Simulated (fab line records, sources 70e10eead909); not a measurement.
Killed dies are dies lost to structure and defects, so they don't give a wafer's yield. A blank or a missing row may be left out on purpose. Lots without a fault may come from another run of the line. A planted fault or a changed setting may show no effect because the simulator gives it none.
fab line records | flow nand_harc
record lots=11 wafers=33 last_day=33
route steps=1302 shown P_STI@92 P_GATE@119 END@1302
lots that met no fault: from a run of the same line without faults
start_h: hours from the record's first day to the start of the lot's first wafer shown | wait_h: hours since the lot's step before | " the same as in the row above | L1.1+2: a row that stands for several wafers | - no value, or no start given | * or withheld: withheld | < > ~ a bound
route shown NAME@n: a module of which the file shows steps, and the number in the route of the first | usual: mean/standard deviation of fault-free wafers | same: alike in all rows | chamber/n: place in a boat | sites: the reading at each site | _std_site: their standard deviation | _edge_site: outer sites' mean less inner sites' | radius_mm: how far each site lies from the wafer's centre | mask NAME#n: copy n | behind: the tool/chamber that last shaped the wafer | hold: why the lot was held/for how many hours/how that ended | device: the transistor (n, p or np) that didn't switch | end of line: the same wafers' tests at the end of the route | a step without rows: its recipe alone | killed: dies lost to structure and defects at the first sort, not the wafer's yield | map: a wafer's dies, x killed, . not, _ none there
set.NAME: the setting as run; set.NAME@STEP: as run at that earlier step | model.NAME: the simulator's own value behind a step, which no gauge read
steps of the route over a sample of lots; a table a step, a row a wafer
services: from which hour (start_h, from the record's first day; less than 0 if before it) a tool's chamber was out of use, for how many hours, and why
## steps
# step NHARC_P_STI_OCD_MEAS_17
# usual trench_depth_nm=300/3.3 trench_foot_cd_nm=157.9/1.6
# columns lot.wafer tool chamber start_h wait_h trench_depth_nm trench_foot_cd_nm
L924.1 ocd-02 - 28.63 0.1 297 158.6
L924.2 " - " " 298 159.2
L924.3 " - " " 297 158.6
L923.3 ocd-01 - 28.75 0.1 304 158.0
L923.4 " - " " 301 160.7
L923.5 " - " " 301 158.9
L925.1 ocd-01 - 39.71 0.1 296 158.8
L925.3 " - " " 302 154.5
L925.5 " - " " 296 158.4
L931.2 ocd-02 - 98.54 0.1 297 159.5
L931.3 " - " " 297 157.1
L931.4 " - " " 298 158.7
L934.2 ocd-01 - 129.84 0.1 296 157.2
L934.4 " - " " 298 156.6
L934.6 " - " " 296 158.3
L935.1 ocd-01 - 139.18 0.1 303 155.0
L935.2 " - " " 304 155.7
L935.6 " - " " 304 156.2
L936.1 ocd-01 - 150.11 0.1 303 157.7
L936.2 " - " " 306 159.6
L936.5 " - " " 302 158.0
L942.2 ocd-02 - 212.03 0.1 300 159.4
L942.5 " - " " 304 156.0
L942.6 " - " " 299 159.5
L943.1 ocd-02 - 222.72 0.1 300 159.3
L943.2 " - " " 298 155.7
L943.6 " - " " 300 158.8
L944.2 ocd-02 - 232.21 0.1 296 160.1
L944.3 " - " " 295 161.6
L944.6 " - " " 301 158.5
L946.1 ocd-01 - 249.11 0.1 299 159.3
L946.3 " - " " 294 160.8
L946.6 " - " " 297 161.4
# step NHARC_P_GATE_EXPOSE_08
# recipe na=0.6 dose_mj=16.75 mask_id=P_HV
# usual exposure_dose_mJ_cm2=16.754/0.019 focus_offset_nm=0.1/0.62
# columns lot.wafer tool chamber start_h wait_h mask exposure_dose_mJ_cm2 focus_offset_nm
L923.3 krf_scanner-02 0 61.46 - P_HV#0 16.749 0.2
L923.4 " 0 " " P_HV#0 16.773 0.3
L923.5 " 0 " " P_HV#0 16.751 0.0
L924.1 krf_scanner-01 0 61.60 - P_HV#0 16.737 0.2
L924.2 " 0 " " P_HV#0 16.740 0.6
L924.3 " 0 " " P_HV#0 16.722 0.7
L925.1 krf_scanner-01 0 76.33 - P_HV#0 16.723 0.6
L925.3 " 0 " " P_HV#0 16.727 0.7
L925.5 " 0 " " P_HV#0 16.726 0.1
L931.2 krf_scanner-04 0 135.54 - P_HV#0 16.762 -0.2
L931.3 " 0 " " P_HV#0 16.746 -0.5
L931.4 " 0 " " P_HV#0 16.770 0.7
L934.2 krf_scanner-01 0 165.22 - P_HV#0 16.759 -0.6
L934.4 " 0 " " P_HV#0 16.776 -1.1
L934.6 " 0 " " P_HV#0 16.753 0.1
L935.1 krf_scanner-01 - 172.78 - P_HV#0 - -
L935.2 " - " " P_HV#0 - -
L935.6 " - " " P_HV#0 - -
L936.1 krf_scanner-02 - 185.45 - P_HV#0 - -
L936.2 " - " " P_HV#0 - -
L936.5 " - " " P_HV#0 - -
L942.2 krf_scanner-02 0 246.83 - P_HV#0 16.778 0.9
L942.5 " 0 " " P_HV#0 16.782 -0.4
L942.6 " 0 " " P_HV#0 16.766 -0.2
L943.1 krf_scanner-01 0 259.20 - P_HV#0 16.755 0.8
L943.2 " 0 " " P_HV#0 16.739 0.4
L943.6 " 0 " " P_HV#0 16.742 0.2
L944.2 krf_scanner-02 0 265.39 - P_HV#0 16.741 -0.3
L944.3 " 0 " " P_HV#0 16.727 0.5
L944.6 " 0 " " P_HV#0 16.730 0.9
L946.1 krf_scanner-02 0 285.21 - P_HV#0 16.765 -0.2
L946.3 " 0 " " P_HV#0 16.758 -0.1
L946.6 " 0 " " P_HV#0 16.746 -0.8
# step NHARC_P_GATE_CD_MEAS_11
# recipe target_cd_nm=1640 landing_energy_ev=500
# usual cd_nm=1640.0/1.6
# columns lot.wafer tool chamber start_h wait_h cd_nm
L923.3 cd_sem-03 0 61.61 - 1641.2
L923.4 " 0 " " 1640.5
L923.5 " 0 " " 1640.0
L924.1 cd_sem-01 0 61.76 - 1640.6
L924.2 " 0 " " 1641.8
L924.3 " 0 " " 1642.3
L925.1 cd_sem-03 0 76.49 - 1642.0
L925.3 " 0 " " 1643.2
L925.5 " 0 " " 1644.0
L931.2 cd_sem-03 0 135.69 - 1640.4
L931.3 " 0 " " 1637.9
L931.4 " 0 " " 1639.2
L934.2 cd_sem-03 0 165.38 - 1641.5
L934.4 " 0 " " 1639.3
L934.6 " 0 " " 1639.1
L935.1 cd_sem-02 0 172.94 - -
L935.2 " 0 " " -
L935.6 " 0 " " -
L936.1 cd_sem-01 0 185.61 - -
L936.2 " 0 " " -
L936.5 " 0 " " -
L942.2 cd_sem-01 0 246.99 - 1641.3
L942.5 " 0 " " 1638.7
L942.6 " 0 " " 1639.3
L943.1 cd_sem-02 0 259.36 - 1641.3
L943.2 " 0 " " 1642.2
L943.6 " 0 " " 1640.3
L944.2 cd_sem-03 0 265.54 - 1640.0
L944.3 " 0 " " 1639.8
L944.6 " 0 " " 1640.0
L946.1 cd_sem-03 0 285.37 - 1640.7
L946.3 " 0 " " 1641.8
L946.6 " 0 " " 1642.7
# step NHARC_P_GATE_INSPECT_28
# usual raw_defect_count=6.5/2.6
# columns lot.wafer tool chamber start_h wait_h hold raw_defect_count
L924.1 defect_inspect-01 - 78.54 0.0 - 3
L924.2 " - " " - 7
L924.3 " - " " - 9
L923.3 defect_inspect-01 - 79.12 0.0 - 7
L923.4 " - " " - 5
L923.5 " - " " - 3
L925.1 defect_inspect-01 - 92.97 0.0 - 6
L925.3 " - " " - 5
L925.5 " - " " - 8
L931.2 defect_inspect-01 - 150.15 0.0 - 6
L931.3 " - " " - 6
L931.4 " - " " - 5
L934.2 defect_inspect-02 - 184.03 0.0 - 5
L934.4 " - " " - 7
L934.6 " - " " - 11
L935.1 defect_inspect-02 - 188.63 0.0 await_dispo/0.2h/release 1087
L935.2 " - " " await_dispo/0.2h/release 1053
L935.6 " - " " await_dispo/0.2h/release 1060
L935.1 defect_inspect-02 - 188.80 0.2 - 1089
L935.2 " - " " - 1076
L935.6 " - " " - 1055
L936.1 defect_inspect-01 - 200.77 0.0 await_dispo/0.2h/release 1059
L936.2 " - " " await_dispo/0.2h/release 1053
L936.5 " - " " await_dispo/0.2h/release 1050
L936.1 defect_inspect-01 - 200.94 0.2 - 1068
L936.2 " - " " - 1087
L936.5 " - " " - 1060
L942.2 defect_inspect-02 - 261.44 0.0 - 9
L942.5 " - " " - 5
L942.6 " - " " - 5
L943.1 defect_inspect-02 - 276.36 0.0 - 5
L943.2 " - " " - 8
L943.6 " - " " - 5
L944.2 defect_inspect-02 - 280.74 0.0 - 11
L944.3 " - " " - 7
L944.6 " - " " - 4
L946.1 defect_inspect-01 - 299.30 0.0 - 6
L946.3 " - " " - 8
L946.6 " - " " - 8
# step NHARC_P_GATE_ETCH_114
# recipe target_depth_a=300 overetch_a=30 time_s=16.5 ion_energy_ev=100 cf4_flow_sccm=80 o2_flow_sccm=20 ar_flow_sccm=0 rf_w=300 bias_w=100 chemistry=CF4/O2
# usual drypump_motor_current_A=5.9/0.43 oes_product_au=1.001/0.0085 rf_vpp_V=198.1/1.1 showerhead_plenum_p_Torr=1.35/0.043 throttle_valve_pct=13.398/0.01
# columns lot.wafer tool chamber start_h wait_h drypump_motor_current_A oes_product_au rf_hours_counter_h rf_vpp_V showerhead_plenum_p_Torr throttle_valve_pct
L924.2 rie_diel-12 3 - - 6.3 0.991 1 197.9 1.35 13.395
L924.3 " 0 " " 6.7 1.001 1 197.5 1.31 13.397
L924.1 " 1 " " 5.6 1.001 1 197.1 1.30 13.402
L923.3 rie_diel-12 3 - - 6.3 1.008 1 198.5 1.35 13.404
L923.4 " 1 " " 5.7 1.005 1 197.9 1.30 13.367
L923.5 " 0 " " 6.6 1.015 - 196.5 1.31 13.408
L925.1 rie_diel-06 0 - - 5.8 1.003 8 198.7 1.34 13.411
L925.3 " 3 " " 5.6 1.005 9 199.8 1.37 13.395
L925.5 " 0 " " 5.8 1.002 - 198.2 1.34 13.391
L931.3 rie_diel-06 0 - - 5.7 0.987 5 196.9 1.34 13.413
L931.2 " 2 " " 6.4 0.999 4 200.4 1.43 13.397
L931.4 " 3 " " 5.6 1.007 5 197.6 1.36 13.400
L934.4 rie_diel-12 2 - - 5.8 0.997 6 196.6 1.37 13.400
L934.2 " 3 " " 6.3 0.999 6 198.6 1.35 13.407
L934.6 " 1 " " 5.7 1.008 - 199.1 1.30 13.400
L942.2 rie_diel-06 3 - - 5.6 0.983 9 198.0 1.36 13.396
L942.6 " 0 " " 5.8 0.984 - 198.5 1.33 13.394
L942.5 " 1 " " 5.4 1.005 - 199.2 1.38 13.412
L943.2 rie_diel-12 3 - - 6.3 0.998 2 197.3 1.35 13.377
L943.1 " 1 " " 5.7 1.002 2 197.9 1.30 13.396
L943.6 " 2 " " 5.8 0.991 - 198.6 1.37 13.392
L944.3 rie_diel-12 3 - - 6.3 0.995 2 199.0 1.35 13.397
L944.2 " 0 " " 6.7 0.995 2 196.5 1.31 13.411
L944.6 " 1 " " 5.7 1.005 - 197.7 1.30 13.399
L946.1 rie_diel-06 3 - - 5.6 0.987 0 199.4 1.36 13.400
L946.3 " 0 " " 5.8 0.993 0 197.7 1.33 13.382
L946.6 " 3 " " 5.6 0.974 - 197.7 1.36 13.387
# step NHARC_P_GATE_ALD_36
# recipe target_thk_a=200 pulse_time_s=60 ald_cycles=223 temp_c=400 material=SiNx
# usual heater_power_w=824/77 precursor_pulse_height_rel=1.001/0.019
# columns lot.wafer tool chamber start_h wait_h heater_power_w precursor_pulse_height_rel
L924.1 ald_sin-03 3 79.86 - 854 0.981
L924.3 " 0 80.89 - 774 1.011
L924.2 " 2 82.96 - 742 1.016
L923.3 ald_sin-02 0 80.51 - 849 1.022
L923.4 " 1 81.56 - 876 0.991
L923.5 " 0 84.71 - 851 1.028
L925.3 ald_sin-01 2 94.29 - 886 0.989
L925.1 " 3 95.68 - 934 1.051
L925.5 " 2 98.48 - 901 0.993
L931.2 ald_sin-02 2 152.54 - 700 1.000
L931.4 " 3 153.60 - 776 0.987
L931.3 " 0 154.66 - 851 1.006
L934.4 ald_sin-01 1 186.40 - 699 1.025
L934.2 " 2 187.46 - 917 0.982
L934.6 " 1 190.65 - 705 1.004
L942.2 ald_sin-02 2 265.33 - 682 1.011
L942.5 " 0 267.47 - 856 0.976
L942.6 " 1 268.54 - 924 0.987
L943.1 ald_sin-01 1 277.73 - 757 0.975
L943.2 " 2 278.80 - 933 0.979
L943.6 " 1 281.99 - 737 1.017
L944.2 ald_sin-03 1 282.12 - 849 0.985
L944.3 " 3 284.24 - 894 0.987
L944.6 " 2 287.42 - 742 0.991
L946.3 ald_sin-01 3 301.67 - 974 1.036
L946.1 " 0 302.72 - 810 0.999
L946.6 " 3 305.88 - 943 0.972
# step NHARC_END_SORT_01
# recipe temp_c=25
# usual defect_limited_yield=92.3/2.2 killed_at_array=47/14 killed_at_other=0.5/0.72 killed_at_periphery=4/3.1 killed_dies=52/15 killed_open=3.2/1.9 killed_short=2.4/1.7 sort_bin_2_pct=2.7/1.1 sort_bin_3_pct=0.6/0.34 sort_bin_4_pct=4.4/1.3 sort_n_pass=625/15 sort_rim_yield_pct=90/4.3 sort_yield_pct=92.3/2.2
# same gross_dies=677 sort_bin_5_pct[%]=0 sort_bin_6_pct[%]=0 sort_bin_7_pct[%]=0 sort_bin_8_pct[%]=0 sort_rim_n_gross=106.00
# columns lot.wafer tool chamber start_h wait_h defect_limited_yield[%] killed_at_array killed_at_other killed_at_periphery killed_dies killed_open killed_short sort_bin_2_pct[%] sort_bin_3_pct[%] sort_bin_4_pct[%] sort_n_pass sort_rim_yield_pct[%] sort_yield_pct[%]
L925.1 prober-02 0 559.94 2.5 97.5 14 0 3 17 2 1 1.2 0 1.3 660 97 97.5
L925.3 prober-02 0 561.52 3.1 96.3 21 0 4 25 3 1 1.3 0 2.4 652 95 96.3
L925.5 prober-02 0 563.10 3.7 95.7 26 0 3 29 4 4 0.9 0.4 3.0 648 94 95.7
# killed by level:class
L925.1 A_CHANNEL_HOLE_D2:chamber_film_flake=3 A_STAIRCASE:chamber_film_flake=3 A_CONTACT:chamber_film_flake=3 P_GATE:chamber_film_flake=2 A_ONON_D1:geometric_particle:open=1 A_ONON_D2:geometric_particle:short=1 A_WL_FILL:geometric_particle:open=1 P_ZERO_WELL:chamber_film_flake=1
L925.3 A_CHANNEL_HOLE_D2:chamber_film_flake=6 A_CHANNEL_FILL_D2:chamber_film_flake=3 P_M2:chamber_film_flake=2 A_DECK1_JOINT:chamber_film_flake=2 A_STAIRCASE:chamber_film_flake=2 A_BLC:chamber_film_flake=2 P_GATE:geometric_particle:open=1 A_CHANNEL_FILL_D1:geometric_particle:short=1
L925.5 A_CHANNEL_HOLE_D2:chamber_film_flake=13 A_CHANNEL_HOLE_D1:geometric_particle:open=2 A_CHANNEL_FILL_D2:geometric_particle:short=2 P_GATE:chamber_film_flake=2 A_STAIRCASE:chamber_film_flake=2 A_CONTACT:chamber_film_flake=2 A_CHANNEL_FILL_D1:geometric_particle:open=1 A_WL_FILL:geometric_particle:short=1
## services
# columns tool chamber start_h hours kind
ald_sin-01 1 44.85 1.7 repair
rie_diel-12 - 67.40 9.0 pm
krf_scanner-02 - 70.00 4.0 pm
ald_sin-01 1 90.32 5.3 repair
ald_sin-02 - 96.87 10.0 pm
krf_scanner-02 - 99.51 0.5 repair
rie_diel-06 - 106.23 9.0 pm
krf_scanner-01 - 116.00 4.0 pm
ald_sin-01 2 127.32 19.1 repair
krf_scanner-01 - 135.02 0.9 repair
ald_sin-01 - 141.19 0.4 repair
krf_scanner-01 - 150.49 0.6 repair
krf_scanner-01 - 174.05 15.8 repair
krf_scanner-02 - 177.11 0.8 repair
ald_sin-01 1 206.62 12.4 repair
krf_scanner-02 - 213.13 0.4 repair
krf_scanner-02 - 225.42 4.3 repair
krf_scanner-02 - 242.00 4.0 pm
rie_diel-06 0 242.11 5.0 repair
rie_diel-12 - 244.40 9.0 pm
rie_diel-12 0 274.54 6.6 repair
rie_diel-06 - 283.23 9.0 pm
krf_scanner-01 - 288.00 4.0 pm
krf_scanner-02 - 298.89 2.1 repair
## key
first_sign step=NHARC_P_GATE_EXPOSE_08 reading=tool_record direction=missing
effect step=NHARC_P_GATE_CD_MEAS_11 reading=cd_nm direction=missing
effect step=NHARC_P_GATE_INSPECT_28 reading=visit direction=added
effect step=NHARC_P_GATE_INSPECT_28 reading=raw_defect_count direction=up sigmas=99+ usual=6.5 struck=1060.3
met_at NHARC_P_GATE_EXPOSE_08
struck_lots L935,L936
scrapped_behind NHARC_P_GATE_INSPECT_28 L935.1,L935.2,L935.6,L936.1,L936.2,L936.5
not_acting_at NHARC_P_STI_OCD_MEAS_17,NHARC_P_GATE_ETCH_114,NHARC_P_GATE_ALD_36
onset_between 165.22 172.78
fault kind=skipped_step_whole tool=krf_scanner-01,krf_scanner-02 chamber=- onset_h=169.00 steps=NHARC_P_GATE_EXPOSE_08 scope=struck_lots_only
